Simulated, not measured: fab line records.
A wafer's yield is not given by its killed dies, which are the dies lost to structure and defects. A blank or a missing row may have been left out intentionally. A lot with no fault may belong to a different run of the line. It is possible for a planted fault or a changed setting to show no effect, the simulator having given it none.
What tool caused it? | flow n5_finfet | 10 lots, 29 wafers sampled, at 5 steps of a route of 1938

## WHAT THE GAUGES READ, wafer by wafer
N5_BEOL_M12_INSPECT_12: inspects for defects (macro). Usual: 2.0 for raw_defect_count, sd 1.4.
lot  | measured     | on                | raw_defect_count | flag
L360 | day 11 02:19 | defect_inspect-01 | 2 5 2            |
L363 | day 11 11:38 | defect_inspect-02 | 2 4 2            |
L365 | day 12 02:05 | defect_inspect-02 | 2 2 3            |
L366 | day 12 02:38 | defect_inspect-01 | 3 1 3            |
L367 | day 12 12:12 | defect_inspect-01 | 3 1 2            |
L369 | day 13 05:43 | defect_inspect-01 | 3 2 1            |
L370 | day 13 16:02 | defect_inspect-01 | 1 3              |
L378 | day 15 15:02 | defect_inspect-01 | 1 2 4            |
L380 | day 16 03:17 | defect_inspect-02 | 4 2 3            |
L381 | day 16 23:37 | defect_inspect-02 | 4 1 1            |

N5_BEOL_M12_INSPECT_30: inspects for defects (macro). Usual: 2.0 for raw_defect_count, sd 1.5.
lot  | measured     | on                | raw_defect_count | flag
L360 | day 11 03:23 | defect_inspect-01 | 1 1 3            |
L363 | day 11 12:44 | defect_inspect-01 | 3 0 4            |
L365 | day 12 03:09 | defect_inspect-01 | 2 1 2            |
L366 | day 12 03:33 | defect_inspect-01 | 2 1 0            |
L367 | day 12 13:07 | defect_inspect-01 | 1 >300 1         |
L369 | day 13 06:44 | defect_inspect-02 | 0 >300 >300      |
L370 | day 13 16:57 | defect_inspect-01 | 3 0              |
L378 | day 15 16:04 | defect_inspect-01 | 2 5 2            |
L380 | day 16 04:30 | defect_inspect-01 | 2 0 1            |
L381 | day 17 00:40 | defect_inspect-02 | 4 2 1            |

## WHAT TOOL EACH LOT RAN ON (gives the tool, then ch and the chambers of the sampled wafers, and finally the start)
lot  | N5_BEOL_M11_DEP_56              | N5_BEOL_M12_ETCH_59                | N5_BEOL_M12_VIA_ETCH_16
L360 | pecvd-04 ch 0,1, day 11 01:34   | rie_diel-05 ch 1,3, day 11 02:26   | rie_diel-05 ch 1,3, day 11 02:29
L363 | pecvd-02 ch 0,2, day 11 11:00   | rie_diel-06 ch 0,1,3, day 11 11:46 | rie_diel-06 ch 0,1,3, day 11 11:49
L365 | pecvd-03 ch 0,2, day 12 01:28   | rie_diel-06 ch 0,2, day 12 02:11   | rie_diel-06 ch 0,2, day 12 02:14
L366 | pecvd-04 ch 1,2, day 12 01:54   | rie_diel-06 ch 0,1, day 12 02:43   | rie_diel-06 ch 0,1, day 12 02:46
L367 | pecvd-04 ch 0,1, day 12 11:35   | rie_diel-06 ch 0,1,3, day 12 12:16 | rie_diel-06 ch 0,1,3, day 12 12:19
L369 | pecvd-03 ch 0,2, day 13 05:05   | rie_diel-06 ch 1,3, day 13 05:47   | rie_diel-06 ch 1,3, day 13 05:50
L370 | pecvd-03 ch 0,2, day 13 15:10   | rie_diel-02 ch 0,3, day 13 16:07   | rie_diel-02 ch 0,3, day 13 16:10
L378 | pecvd-02 ch 0,1,2, day 15 14:17 | rie_diel-02 ch 0,2,3, day 15 15:06 | rie_diel-02 ch 0,2,3, day 15 15:10
L380 | pecvd-02 ch 0,1,2, day 16 02:31 | rie_diel-06 ch 0,1,2, day 16 03:32 | rie_diel-06 ch 0,1,2, day 16 03:35
L381 | pecvd-04 ch 0,1,2, day 16 23:01 | rie_diel-06 ch 1,2, day 16 23:41   | rie_diel-06 ch 1,2, day 16 23:44
- N5_BEOL_M11_DEP_56: deposits SiCN from 3MS/NH3, target thk 30 nm, time 10.5 s.
- N5_BEOL_M12_ETCH_59: etches BARC in N2/H2, target depth 89 nm, overetch 26.7 nm, time 67.9 s.
- N5_BEOL_M12_VIA_ETCH_16: etches SiOC in C4F8/O2/Ar, target depth 724.8 nm.

## WHAT THE TOOLS THEMSELVES READ (means of the sampled wafers that have a number; where no wafer has one, the mark that the record gives instead)
N5_BEOL_M11_DEP_56. Usual: showerhead_plenum_p_Torr 4.16 Torr, standard deviation 0.034; showerhead_vpp_V 1588 V, standard deviation 81; throttle_valve_pct 17.8 %, standard deviation 0.53.
lot  | tool     | showerhead_plenum_p_Torr (Torr) | showerhead_vpp_V (V) | throttle_valve_pct (%) | flag
L360 | pecvd-04 | 4.12                            | 1578                 | 17.8                   |
L363 | pecvd-02 | 4.16                            | 1608                 | 17.2                   |
L365 | pecvd-03 | 4.21                            | 1578                 | 17.5                   |
L366 | pecvd-04 | 4.14                            | 1559                 | 18.5                   |
L367 | pecvd-04 | 4.12                            | 1549                 | 17.7                   |
L369 | pecvd-03 | 4.21                            | 1560                 | 17.6                   |
L370 | pecvd-03 | 4.21                            | 1601                 | 17.8                   |
L378 | pecvd-02 | 4.15                            | 1578                 | 17.5                   |
L380 | pecvd-02 | 4.15                            | 1558                 | 17.5                   |
L381 | pecvd-04 | 4.14                            | 1583                 | 18.4                   |

N5_BEOL_M12_ETCH_59. Usual: drypump_motor_current_A 5.6 A, standard deviation 0.56; h2_flow_sccm 200.1 sccm, standard deviation 0.59; oes_product_au 0.71 a.u., standard deviation 0.064; rf_vpp_V 524.3 V, standard deviation 2.7; showerhead_plenum_p_Torr 2.55 Torr, standard deviation 0.089; throttle_valve_pct 17.65 %, standard deviation 0.26.
lot  | tool        | drypump_motor_current_A (A) | h2_flow_sccm (sccm) | oes_product_au (a.u.) | rf_vpp_V (V) | showerhead_plenum_p_Torr (Torr) | throttle_valve_pct (%) | flag
L360 | rie_diel-05 | 5.2                         | 199.8               | 0.78                  | 523.2        | 2.49                            | 17.41                  |
L363 | rie_diel-06 | 5.6                         | 199.9               | 0.70                  | 525.3        | 2.59                            | 17.65                  |
L365 | rie_diel-06 | 6.0                         | 200.5               | 0.63                  | 522.8        | 2.49                            | 18.10                  |
L366 | rie_diel-06 | 5.0                         | 200.4               | 0.74                  | 526.8        | 2.62                            | 17.50                  |
L367 | rie_diel-06 | 5.6                         | 200.0               | 0.69                  | 524.2        | 2.59                            | 17.66                  |
L369 | rie_diel-06 | 6.1                         | 200.4               | 0.64                  | 524.1        | 2.56                            | 17.86                  |
L370 | rie_diel-02 | 5.8                         | 200.3               | 0.66                  | 523.2        | 2.50                            | 17.64                  |
L378 | rie_diel-02 | 5.6                         | 199.8               | 0.67                  | 524.3        | 2.55                            | 17.59                  |
L380 | rie_diel-06 | 5.5                         | 199.3               | 0.72                  | 527.0        | 2.62                            | 17.72                  |
L381 | rie_diel-06 | 6.0                         | 199.9               | 0.74                  | 525.3        | 2.62                            | 17.89                  |

N5_BEOL_M12_VIA_ETCH_16. Usual: O2_flow_sccm 8.000 sccm, standard deviation 0.023; drypump_motor_current_A 5.6 A, standard deviation 0.56; he_outer_torr 30.00 Torr, standard deviation 0.055; oes_product_au 0.75 a.u., standard deviation 0.071; rf_vpp_V 666 V, standard deviation 3.2; showerhead_plenum_p_Torr 3.43 Torr, standard deviation 0.11; throttle_valve_pct 24.0 %, standard deviation 0.31.
lot  | tool        | O2_flow_sccm (sccm) | drypump_motor_current_A (A) | he_outer_torr (Torr) | oes_product_au (a.u.) | rf_vpp_V (V) | showerhead_plenum_p_Torr (Torr) | throttle_valve_pct (%) | flag
L360 | rie_diel-05 | 8.000               | 5.2                         | 30.01                | 0.82                  | 663          | 3.36                            | 23.8                   |
L363 | rie_diel-06 | 8.011               | 5.6                         | 30.04                | 0.75                  | 667          | 3.47                            | 24.0                   |
L365 | rie_diel-06 | 7.982               | 6.0                         | 30.00                | 0.66                  | 663          | 3.37                            | 24.6                   |
L366 | rie_diel-06 | 7.989               | 5.0                         | 30.01                | 0.79                  | 668          | 3.51                            | 23.9                   |
L367 | rie_diel-06 | 7.976               | 5.6                         | 30.02                | 0.74                  | 667          | 3.47                            | 24.0                   |
L369 | rie_diel-06 | 7.985               | 6.1                         | 29.98                | 0.67                  | 667          | 3.43                            | 24.1                   |
L370 | rie_diel-02 | 8.018               | 5.8                         | 29.93                | 0.69                  | 664          | 3.37                            | 23.9                   |
L378 | rie_diel-02 | 8.003               | 5.6                         | 30.04                | 0.69                  | 666          | 3.42                            | 23.8                   |
L380 | rie_diel-06 | 7.992               | 5.5                         | 29.94                | 0.77                  | 668          | 3.51                            | 24.2                   |
L381 | rie_diel-06 | 8.027               | 6.0                         | 30.00                | 0.79                  | 668          | 3.54                            | 24.4                   |

## THE ANSWER, worked out from the rows above alone
Rule: take the mean of a lot's wafers that have a number; if it is more than 3 standard deviations from the usual mean, the lot is off. Also off: a lot with no number at a reading for which 4 or more lots have one. All remaining lots with rows at the step are treated as sound. After the gauges, taken in route order, come the tools' own readings; for these a lot's mean is taken, as printed above. The first step at which some lot is off is used, and at that step the reading that is off furthest; a lot without a number counts as furthest.
No lot is off at any reading shown: from this, nothing can be told.

## WHAT THE SIMULATOR HAD INSERTED
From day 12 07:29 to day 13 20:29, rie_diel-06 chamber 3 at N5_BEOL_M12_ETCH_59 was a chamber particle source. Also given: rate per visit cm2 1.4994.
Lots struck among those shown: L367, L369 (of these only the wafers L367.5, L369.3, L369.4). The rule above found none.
